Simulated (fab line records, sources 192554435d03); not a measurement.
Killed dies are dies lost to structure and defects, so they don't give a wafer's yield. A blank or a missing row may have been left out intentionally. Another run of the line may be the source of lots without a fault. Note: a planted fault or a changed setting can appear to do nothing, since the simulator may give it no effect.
Which of the tools did it? || flow n5_finfet || 9 lots with 27 wafers sampled at 5 steps, on a route of 1938 steps

== WHAT THE GAUGES SHOWED, per wafer ==
N5_FIN_CUT_CD_MEAS_08 targets a cd of 29.1 nm. Usual: 29.20 nm for cd_nm, sd 0.24.
{"lot": "L812", "measured": "day 2 02:23", "on": "cd_sem-02", "cd_nm (nm)": "29.21 29.19 29.30", "flag": ""}
{"lot": "L814", "measured": "day 2 14:53", "on": "cd_sem-02", "cd_nm (nm)": "29.06 29.03 28.82", "flag": ""}
{"lot": "L815", "measured": "day 2 21:05", "on": "cd_sem-03", "cd_nm (nm)": "29.51 28.72 29.23", "flag": ""}
{"lot": "L822", "measured": "day 4 13:53", "on": "cd_sem-02", "cd_nm (nm)": "29.21 29.01 28.72", "flag": ""}
{"lot": "L824", "measured": "day 5 03:02", "on": "cd_sem-02", "cd_nm (nm)": "29.71 29.26 29.43", "flag": ""}
{"lot": "L825", "measured": "day 5 09:28", "on": "cd_sem-01", "cd_nm (nm)": "29.13 29.71 29.27", "flag": ""}
{"lot": "L826", "measured": "day 5 14:17", "on": "cd_sem-03", "cd_nm (nm)": "29.24 29.00 29.19", "flag": ""}
{"lot": "L827", "measured": "day 5 22:20", "on": "cd_sem-01", "cd_nm (nm)": "29.27 29.63 29.74", "flag": ""}
{"lot": "L835", "measured": "day 7 20:35", "on": "cd_sem-02", "cd_nm (nm)": "29.09 29.11 29.25", "flag": ""}

N5_BEOL_M4_RC_MEAS_101. Usual: DIBL_N 36.2 mV/V, standard deviation 1.6; DIBL_P 36.5 mV/V, standard deviation 1.9; IOFF_N 0.158 nA/um, standard deviation 0.027; IOFF_P 0.21 nA/um, standard deviation 0.038; ION_N 675 uA/um, standard deviation 12; ION_P 464 uA/um, standard deviation 8.9; SS_N 71.5 mV/dec, standard deviation 0.61; SS_P 73.4 mV/dec, standard deviation 0.59; VT_N 250.4 mV, standard deviation 3; VT_P -250 mV, standard deviation 3.6.
{"lot": "L812", "measured": "day 7 23:20", "on": "prober-02", "DIBL_N (mV/V)": "34.3 36.1 36.9", "DIBL_P (mV/V)": "35.5 38.0 38.7", "IOFF_N (nA/um)": "0.138 0.161 0.184", "IOFF_P (nA/um)": "0.19 0.24 0.25", "ION_N (uA/um)": "668 682 688", "ION_P (uA/um)": "457 466 465", "SS_N (mV/dec)": "70.9 71.5 72.0", "SS_P (mV/dec)": "72.3 72.9 73.2", "VT_N (mV)": "252.3 252.3 249.9", "VT_P (mV)": "-251 -251 -246", "flag": ""}
{"lot": "L814", "measured": "day 8 02:20", "on": "prober-01", "DIBL_N (mV/V)": "35.1 34.4 34.1", "DIBL_P (mV/V)": "35.1 34.7 33.3", "IOFF_N (nA/um)": "0.140 0.130 0.114", "IOFF_P (nA/um)": "0.18 0.18 0.16", "ION_N (uA/um)": "670 663 656", "ION_P (uA/um)": "458 461 449", "SS_N (mV/dec)": "71.4 70.9 71.2", "SS_P (mV/dec)": "73.4 73.1 72.0", "VT_N (mV)": "250.7 255.0 254.7", "VT_P (mV)": "-254 -254 -255", "flag": ""}
{"lot": "L815", "measured": "day 8 17:38", "on": "prober-01", "DIBL_N (mV/V)": "36.9 38.4 36.7", "DIBL_P (mV/V)": "36.6 37.3 35.5", "IOFF_N (nA/um)": "0.154 0.171 0.148", "IOFF_P (nA/um)": "0.22 0.22 0.20", "ION_N (uA/um)": "666 669 670", "ION_P (uA/um)": "461 461 458", "SS_N (mV/dec)": "72.4 71.9 71.7", "SS_P (mV/dec)": "73.5 74.1 72.9", "VT_N (mV)": "254.4 251.4 253.9", "VT_P (mV)": "-251 -252 -252", "flag": ""}
{"lot": "L822", "measured": "day 10 01:27", "on": "prober-01", "DIBL_N (mV/V)": "35.0 35.1 34.2", "DIBL_P (mV/V)": "35.7 35.6 33.3", "IOFF_N (nA/um)": "0.139 0.144 0.128", "IOFF_P (nA/um)": "0.19 0.20 0.17", "ION_N (uA/um)": "672 683 671", "ION_P (uA/um)": "468 468 462", "SS_N (mV/dec)": "71.4 71.3 70.5", "SS_P (mV/dec)": "73.3 72.9 73.1", "VT_N (mV)": "252.1 252.2 254.2", "VT_P (mV)": "-252 -251 -252", "flag": ""}
{"lot": "L824", "measured": "day 11 11:46", "on": "prober-02", "DIBL_N (mV/V)": "34.4 37.1 36.1", "DIBL_P (mV/V)": "33.6 37.9 35.3", "IOFF_N (nA/um)": "0.128 0.175 0.154", "IOFF_P (nA/um)": "0.15 0.22 0.17", "ION_N (uA/um)": "658 672 674", "ION_P (uA/um)": "446 456 456", "SS_N (mV/dec)": "70.3 71.5 71.2", "SS_P (mV/dec)": "72.3 74.1 72.9", "VT_N (mV)": "251.3 248.8 248.4", "VT_P (mV)": "-258 -250 -251", "flag": ""}
{"lot": "L825", "measured": "day 11 09:55", "on": "prober-02", "DIBL_N (mV/V)": "36.5 35.6 36.6", "DIBL_P (mV/V)": "35.8 35.8 36.3", "IOFF_N (nA/um)": "0.149 0.133 0.158", "IOFF_P (nA/um)": "0.23 0.24 0.24", "ION_N (uA/um)": "669 668 687", "ION_P (uA/um)": "466 473 477", "SS_N (mV/dec)": "72.0 71.4 71.9", "SS_P (mV/dec)": "73.0 73.2 73.9", "VT_N (mV)": "250.0 252.2 248.9", "VT_P (mV)": "-248 -245 -247", "flag": ""}
{"lot": "L826", "measured": "day 11 15:15", "on": "prober-01", "DIBL_N (mV/V)": "36.2 39.3 38.4", "DIBL_P (mV/V)": "37.1 40.7 39.7", "IOFF_N (nA/um)": "0.157 0.232 0.198", "IOFF_P (nA/um)": "0.25 0.31 0.31", "ION_N (uA/um)": "685 699 686", "ION_P (uA/um)": "473 480 474", "SS_N (mV/dec)": "70.6 72.4 71.0", "SS_P (mV/dec)": "73.1 74.5 74.5", "VT_N (mV)": "247.2 243.7 244.2", "VT_P (mV)": "-246 -241 -240", "flag": ""}
{"lot": "L827", "measured": "day 12 11:15", "on": "prober-02", "DIBL_N (mV/V)": "37.1 38.5 34.4", "DIBL_P (mV/V)": "37.4 39.3 34.7", "IOFF_N (nA/um)": "0.173 0.206 0.120", "IOFF_P (nA/um)": "0.23 0.26 0.17", "ION_N (uA/um)": "671 692 666", "ION_P (uA/um)": "463 472 460", "SS_N (mV/dec)": "72.1 72.1 70.2", "SS_P (mV/dec)": "73.3 73.4 72.3", "VT_N (mV)": "249.0 246.0 255.4", "VT_P (mV)": "-249 -246 -254", "flag": ""}
{"lot": "L835", "measured": "day 14 01:01", "on": "prober-01", "DIBL_N (mV/V)": "38.4 36.2 36.0", "DIBL_P (mV/V)": "38.9 36.3 35.3", "IOFF_N (nA/um)": "0.223 0.157 0.158", "IOFF_P (nA/um)": "0.30 0.23 0.21", "ION_N (uA/um)": "690 666 675", "ION_P (uA/um)": "478 461 461", "SS_N (mV/dec)": "73.0 71.9 71.6", "SS_P (mV/dec)": "74.6 73.7 72.9", "VT_N (mV)": "246.9 252.2 252.8", "VT_P (mV)": "-245 -248 -252", "flag": ""}

== WHICH TOOL RAN EACH LOT (tool, then ch and the chambers of the sampled wafers, then the start) ==
{"lot": "L812", "N5_FIN_CUT_DESCUM_13": "rie_diel-03 ch 0,1,3, day 2 02:49", "N5_FIN_CUT_ETCH_20": "rie_diel-03 ch 0,1,3, day 2 02:52", "N5_FIN_CUT_CUT_ETCH_28": "rie_si-05 ch 0,2,3, day 2 03:29"}
{"lot": "L814", "N5_FIN_CUT_DESCUM_13": "rie_diel-03 ch 1,2,3, day 2 15:02", "N5_FIN_CUT_ETCH_20": "rie_diel-03 ch 1,2,3, day 2 15:05", "N5_FIN_CUT_CUT_ETCH_28": "rie_si-03 ch 0,3, day 2 15:44"}
{"lot": "L815", "N5_FIN_CUT_DESCUM_13": "rie_diel-01 ch 1,2,3, day 2 21:13", "N5_FIN_CUT_ETCH_20": "rie_diel-01 ch 1,2,3, day 2 21:16", "N5_FIN_CUT_CUT_ETCH_28": "rie_si-05 ch 0,3, day 2 21:53"}
{"lot": "L822", "N5_FIN_CUT_DESCUM_13": "rie_diel-03 ch 2,3, day 4 14:00", "N5_FIN_CUT_ETCH_20": "rie_diel-03 ch 2,3, day 4 14:03", "N5_FIN_CUT_CUT_ETCH_28": "rie_si-05 ch 1,2,3, day 4 14:41"}
{"lot": "L824", "N5_FIN_CUT_DESCUM_13": "rie_diel-03 ch 0,2,3, day 5 03:10", "N5_FIN_CUT_ETCH_20": "rie_diel-03 ch 0,2,3, day 5 03:13", "N5_FIN_CUT_CUT_ETCH_28": "rie_si-03 ch 1,2,3, day 5 03:51"}
{"lot": "L825", "N5_FIN_CUT_DESCUM_13": "rie_diel-01 ch 0,1,2, day 5 09:35", "N5_FIN_CUT_ETCH_20": "rie_diel-01 ch 0,1,2, day 5 09:38", "N5_FIN_CUT_CUT_ETCH_28": "rie_si-05 ch 0,3, day 5 10:16"}
{"lot": "L826", "N5_FIN_CUT_DESCUM_13": "rie_diel-03 ch 0,2,3, day 5 14:24", "N5_FIN_CUT_ETCH_20": "rie_diel-03 ch 0,2,3, day 5 14:28", "N5_FIN_CUT_CUT_ETCH_28": "rie_si-03 ch 0,1,3, day 5 15:05"}
{"lot": "L827", "N5_FIN_CUT_DESCUM_13": "rie_diel-06 ch 2,3, day 5 23:12", "N5_FIN_CUT_ETCH_20": "rie_diel-06 ch 2,3, day 5 23:16", "N5_FIN_CUT_CUT_ETCH_28": "rie_si-03 ch 0,1,2, day 5 23:53"}
{"lot": "L835", "N5_FIN_CUT_DESCUM_13": "rie_diel-06 ch 2,3, day 7 20:42", "N5_FIN_CUT_ETCH_20": "rie_diel-06 ch 2,3, day 7 20:46", "N5_FIN_CUT_CUT_ETCH_28": "rie_si-05 ch 0,1,2, day 7 21:24"}
- N5_FIN_CUT_DESCUM_13: chemistry O2, time 7 s.
- N5_FIN_CUT_ETCH_20: etches SiARC in CF4, target depth 26 nm, time 43.3 s.
- N5_FIN_CUT_CUT_ETCH_28: etches Si in HBr/Cl2/O2, target depth 6 nm, time 2.4 s.

== AS READ BY THE TOOLS THEMSELVES (means over the sampled wafers that have a number; for cases with no such wafer, the mark the record gives instead) ==
N5_FIN_CUT_DESCUM_13. Usual: drypump_motor_current_A 5.7 A, standard deviation 0.58; oes_product_au 0.77 a.u., standard deviation 0.081; rf_vpp_V 243.6 V, standard deviation 1.3; showerhead_plenum_p_Torr 2.11 Torr, standard deviation 0.061; throttle_valve_pct 20.43 %, standard deviation 0.22.
{"lot": "L812", "tool": "rie_diel-03", "drypump_motor_current_A (A)": 5.9, "oes_product_au (a.u.)": 0.70, "rf_vpp_V (V)": 245.6, "showerhead_plenum_p_Torr (Torr)": 2.18, "throttle_valve_pct (%)": 20.51, "flag": ""}
{"lot": "L814", "tool": "rie_diel-03", "drypump_motor_current_A (A)": 5.9, "oes_product_au (a.u.)": 0.70, "rf_vpp_V (V)": 243.4, "showerhead_plenum_p_Torr (Torr)": 2.15, "throttle_valve_pct (%)": 20.60, "flag": ""}
{"lot": "L815", "tool": "rie_diel-01", "drypump_motor_current_A (A)": 5.6, "oes_product_au (a.u.)": 0.79, "rf_vpp_V (V)": 242.8, "showerhead_plenum_p_Torr (Torr)": 2.10, "throttle_valve_pct (%)": 20.38, "flag": ""}
{"lot": "L822", "tool": "rie_diel-03", "drypump_motor_current_A (A)": 6.2, "oes_product_au (a.u.)": 0.71, "rf_vpp_V (V)": 244.1, "showerhead_plenum_p_Torr (Torr)": 2.12, "throttle_valve_pct (%)": 20.67, "flag": ""}
{"lot": "L824", "tool": "rie_diel-03", "drypump_motor_current_A (A)": 6.2, "oes_product_au (a.u.)": 0.70, "rf_vpp_V (V)": 243.2, "showerhead_plenum_p_Torr (Torr)": 2.15, "throttle_valve_pct (%)": 20.57, "flag": ""}
{"lot": "L825", "tool": "rie_diel-01", "drypump_motor_current_A (A)": 5.3, "oes_product_au (a.u.)": 0.78, "rf_vpp_V (V)": 243.7, "showerhead_plenum_p_Torr (Torr)": 2.12, "throttle_valve_pct (%)": 20.43, "flag": ""}
{"lot": "L826", "tool": "rie_diel-03", "drypump_motor_current_A (A)": 6.2, "oes_product_au (a.u.)": 0.69, "rf_vpp_V (V)": 244.2, "showerhead_plenum_p_Torr (Torr)": 2.14, "throttle_valve_pct (%)": 20.58, "flag": ""}
{"lot": "L827", "tool": "rie_diel-06", "drypump_motor_current_A (A)": 5.5, "oes_product_au (a.u.)": 0.86, "rf_vpp_V (V)": 243.8, "showerhead_plenum_p_Torr (Torr)": 2.15, "throttle_valve_pct (%)": 20.16, "flag": ""}
{"lot": "L835", "tool": "rie_diel-06", "drypump_motor_current_A (A)": 5.4, "oes_product_au (a.u.)": 0.84, "rf_vpp_V (V)": 245.4, "showerhead_plenum_p_Torr (Torr)": 2.15, "throttle_valve_pct (%)": 20.19, "flag": ""}

N5_FIN_CUT_ETCH_20. Usual: drypump_motor_current_A 5.7 A, standard deviation 0.58; etch_rf_on_time_s 43.4 s, standard deviation 1.1; oes_product_au 0.65 a.u., standard deviation 0.068; rf_vpp_V 184.3 V, standard deviation 1; showerhead_plenum_p_Torr 2.16 Torr, standard deviation 0.06; throttle_valve_pct 15.62 %, standard deviation 0.21.
{"lot": "L812", "tool": "rie_diel-03", "drypump_motor_current_A (A)": 5.9, "etch_rf_on_time_s (s)": 44.7, "oes_product_au (a.u.)": 0.60, "rf_vpp_V (V)": 184.6, "showerhead_plenum_p_Torr (Torr)": 2.20, "throttle_valve_pct (%)": 15.64, "flag": ""}
{"lot": "L814", "tool": "rie_diel-03", "drypump_motor_current_A (A)": 5.9, "etch_rf_on_time_s (s)": 43.5, "oes_product_au (a.u.)": 0.60, "rf_vpp_V (V)": 184.0, "showerhead_plenum_p_Torr (Torr)": 2.18, "throttle_valve_pct (%)": 15.77, "flag": ""}
{"lot": "L815", "tool": "rie_diel-01", "drypump_motor_current_A (A)": 5.6, "etch_rf_on_time_s (s)": 42.9, "oes_product_au (a.u.)": 0.68, "rf_vpp_V (V)": 185.0, "showerhead_plenum_p_Torr (Torr)": 2.16, "throttle_valve_pct (%)": 15.59, "flag": ""}
{"lot": "L822", "tool": "rie_diel-03", "drypump_motor_current_A (A)": 6.2, "etch_rf_on_time_s (s)": 46.9, "oes_product_au (a.u.)": 0.58, "rf_vpp_V (V)": 184.2, "showerhead_plenum_p_Torr (Torr)": 2.16, "throttle_valve_pct (%)": 15.82, "flag": "OFF"}
{"lot": "L824", "tool": "rie_diel-03", "drypump_motor_current_A (A)": 6.2, "etch_rf_on_time_s (s)": 47.1, "oes_product_au (a.u.)": 0.58, "rf_vpp_V (V)": 183.6, "showerhead_plenum_p_Torr (Torr)": 2.18, "throttle_valve_pct (%)": 15.72, "flag": "OFF"}
{"lot": "L825", "tool": "rie_diel-01", "drypump_motor_current_A (A)": 5.3, "etch_rf_on_time_s (s)": 42.6, "oes_product_au (a.u.)": 0.66, "rf_vpp_V (V)": 185.8, "showerhead_plenum_p_Torr (Torr)": 2.19, "throttle_valve_pct (%)": 15.70, "flag": ""}
{"lot": "L826", "tool": "rie_diel-03", "drypump_motor_current_A (A)": 6.2, "etch_rf_on_time_s (s)": 47.7, "oes_product_au (a.u.)": 0.57, "rf_vpp_V (V)": 184.5, "showerhead_plenum_p_Torr (Torr)": 2.18, "throttle_valve_pct (%)": 15.73, "flag": "OFF"}
{"lot": "L827", "tool": "rie_diel-06", "drypump_motor_current_A (A)": 5.5, "etch_rf_on_time_s (s)": 43.4, "oes_product_au (a.u.)": 0.73, "rf_vpp_V (V)": 184.4, "showerhead_plenum_p_Torr (Torr)": 2.20, "throttle_valve_pct (%)": 15.36, "flag": ""}
{"lot": "L835", "tool": "rie_diel-06", "drypump_motor_current_A (A)": 5.5, "etch_rf_on_time_s (s)": 43.7, "oes_product_au (a.u.)": 0.71, "rf_vpp_V (V)": 184.8, "showerhead_plenum_p_Torr (Torr)": 2.19, "throttle_valve_pct (%)": 15.39, "flag": ""}

N5_FIN_CUT_CUT_ETCH_28. Usual: drypump_motor_current_A 5.4 A, standard deviation 0.56; he_backside_leak_sccm 2.9 sccm, standard deviation 0.37; oes_product_au 0.992 a.u., standard deviation 0.014; throttle_valve_pct 37.05 %, standard deviation 0.26.
{"lot": "L812", "tool": "rie_si-05", "drypump_motor_current_A (A)": 5.0, "he_backside_leak_sccm (sccm)": 2.9, "oes_product_au (a.u.)": 0.993, "throttle_valve_pct (%)": 37.23, "flag": ""}
{"lot": "L814", "tool": "rie_si-03", "drypump_motor_current_A (A)": 5.5, "he_backside_leak_sccm (sccm)": 3.0, "oes_product_au (a.u.)": 0.987, "throttle_valve_pct (%)": 36.72, "flag": ""}
{"lot": "L815", "tool": "rie_si-05", "drypump_motor_current_A (A)": 4.9, "he_backside_leak_sccm (sccm)": 3.7, "oes_product_au (a.u.)": 0.982, "throttle_valve_pct (%)": 37.30, "flag": ""}
{"lot": "L822", "tool": "rie_si-05", "drypump_motor_current_A (A)": 5.2, "he_backside_leak_sccm (sccm)": 2.9, "oes_product_au (a.u.)": 0.990, "throttle_valve_pct (%)": 37.11, "flag": ""}
{"lot": "L824", "tool": "rie_si-03", "drypump_motor_current_A (A)": 6.1, "he_backside_leak_sccm (sccm)": 3.0, "oes_product_au (a.u.)": 0.991, "throttle_valve_pct (%)": 37.22, "flag": ""}
{"lot": "L825", "tool": "rie_si-05", "drypump_motor_current_A (A)": 5.0, "he_backside_leak_sccm (sccm)": 2.7, "oes_product_au (a.u.)": 0.986, "throttle_valve_pct (%)": 36.97, "flag": ""}
{"lot": "L826", "tool": "rie_si-03", "drypump_motor_current_A (A)": 5.8, "he_backside_leak_sccm (sccm)": 3.0, "oes_product_au (a.u.)": 0.979, "throttle_valve_pct (%)": 36.98, "flag": ""}
{"lot": "L827", "tool": "rie_si-03", "drypump_motor_current_A (A)": 5.7, "he_backside_leak_sccm (sccm)": 3.0, "oes_product_au (a.u.)": 0.983, "throttle_valve_pct (%)": 37.14, "flag": ""}
{"lot": "L835", "tool": "rie_si-05", "drypump_motor_current_A (A)": 5.3, "he_backside_leak_sccm (sccm)": 2.6, "oes_product_au (a.u.)": 1.001, "throttle_valve_pct (%)": 36.93, "flag": ""}

== THE ANSWER, worked out from the rows above alone ==
Rule: lot off if the mean of its wafers having a number is beyond 3 standard deviations from the usual mean. A lot without any number at a reading at which 4 lots or more have one is off too. Where the step has rows for the other lots, those lots are counted as sound. The gauges are gone through in route order, then the tools' own readings, and for those a lot's mean is taken as printed above. The first step at which some lot is off is used, and at that step the reading that is off furthest; a lot without a number counts as furthest.
Off at N5_FIN_CUT_ETCH_20 (etch_rf_on_time_s): L822, L824, L826.
A tool fits if, at that step or a process step before it, it ran every lot that is off, and no sound lot after the first of them. One candidate fits, namely rie_diel-03 at N5_FIN_CUT_DESCUM_13 and N5_FIN_CUT_ETCH_20. At N5_FIN_CUT_DESCUM_13 its last sound lot is L814 (day 2 15:02), its first lot that is off L822 (day 4 14:00): a fault that began between those two fits.

== WHAT HAD BEEN PUT IN BY THE SIMULATOR ==
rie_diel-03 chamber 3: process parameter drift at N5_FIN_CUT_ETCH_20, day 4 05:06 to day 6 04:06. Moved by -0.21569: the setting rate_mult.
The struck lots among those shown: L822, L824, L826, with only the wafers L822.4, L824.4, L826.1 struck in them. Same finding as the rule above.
